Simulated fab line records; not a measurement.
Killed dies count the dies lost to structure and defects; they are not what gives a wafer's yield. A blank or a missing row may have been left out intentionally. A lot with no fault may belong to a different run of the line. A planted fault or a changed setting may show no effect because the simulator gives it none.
Chamber matching || flow n5_finfet || N5_BEOL_M3_VIA_ETCH_34 on rie_diel-04: 4 sister chambers
The step etches the open film in C4F6/O2, target depth 69.4 nm, time 65.9 s. 8 wafers are shown with their chamber, then 9 later ones without.

## WAFERS WITH THEIR CHAMBER
{"wafer": "L078.4", "chamber": 2, "rf_vpp_V (V)": 690, "showerhead_plenum_p_Torr (Torr)": 2.91}
{"wafer": "L083.2", "chamber": 1, "rf_vpp_V (V)": 668, "showerhead_plenum_p_Torr (Torr)": 2.82}
{"wafer": "L087.2", "chamber": 3, "rf_vpp_V (V)": 652, "showerhead_plenum_p_Torr (Torr)": 2.82}
{"wafer": "L087.5", "chamber": 2, "rf_vpp_V (V)": 690, "showerhead_plenum_p_Torr (Torr)": 2.90}
{"wafer": "L087.6", "chamber": 1, "rf_vpp_V (V)": 668, "showerhead_plenum_p_Torr (Torr)": 2.82}
{"wafer": "L090.1", "chamber": 0, "rf_vpp_V (V)": 663, "showerhead_plenum_p_Torr (Torr)": 2.75}
{"wafer": "L090.5", "chamber": 3, "rf_vpp_V (V)": 653, "showerhead_plenum_p_Torr (Torr)": 2.82}
{"wafer": "L090.6", "chamber": 0, "rf_vpp_V (V)": 663, "showerhead_plenum_p_Torr (Torr)": 2.75}

## WAFERS WITHOUT THEIR CHAMBER
{"wafer": "L092.1", "rf_vpp_V (V)": 667, "showerhead_plenum_p_Torr (Torr)": 2.82}
{"wafer": "L092.3", "rf_vpp_V (V)": 651, "showerhead_plenum_p_Torr (Torr)": 2.82}
{"wafer": "L092.4", "rf_vpp_V (V)": 663, "showerhead_plenum_p_Torr (Torr)": 2.75}
{"wafer": "L095.3", "rf_vpp_V (V)": 689, "showerhead_plenum_p_Torr (Torr)": 2.89}
{"wafer": "L095.4", "rf_vpp_V (V)": 665, "showerhead_plenum_p_Torr (Torr)": 2.81}
{"wafer": "L095.6", "rf_vpp_V (V)": 668, "showerhead_plenum_p_Torr (Torr)": 2.81}
{"wafer": "L096.1", "rf_vpp_V (V)": 669, "showerhead_plenum_p_Torr (Torr)": 2.81}
{"wafer": "L096.5", "rf_vpp_V (V)": 653, "showerhead_plenum_p_Torr (Torr)": 2.81}
{"wafer": "L096.6", "rf_vpp_V (V)": 688, "showerhead_plenum_p_Torr (Torr)": 2.89}

## WHICH CHAMBER EACH WENT THROUGH
{"wafer": "L092.1", "from the rows above": 1, "in truth": 1}
{"wafer": "L092.3", "from the rows above": 3, "in truth": 3}
{"wafer": "L092.4", "from the rows above": 0, "in truth": 0}
{"wafer": "L095.3", "from the rows above": 2, "in truth": 2}
{"wafer": "L095.4", "from the rows above": 1, "in truth": 1}
{"wafer": "L095.6", "from the rows above": 1, "in truth": 1}
{"wafer": "L096.1", "from the rows above": 1, "in truth": 1}
{"wafer": "L096.5", "from the rows above": 3, "in truth": 3}
{"wafer": "L096.6", "from the rows above": 2, "in truth": 2}
Correctly placed: 9 of 9. Can't be placed from these rows: 0. 0 placed wrongly.
How it was worked out, from the rows above alone: a wafer's distance from a chamber is the root of the sum, over the readings, of the square of ((its reading less the chamber's mean) divided by the reading's scatter). The wafer belongs to the nearest chamber; if the next one is less than 2 further off, it can't be placed. The mean given for a chamber averages the wafers shown for that chamber. The scatter is the square root of a quotient: the sum, over the shown wafers, of each reading's squared deviation from its chamber's mean, divided by wafers minus chambers.
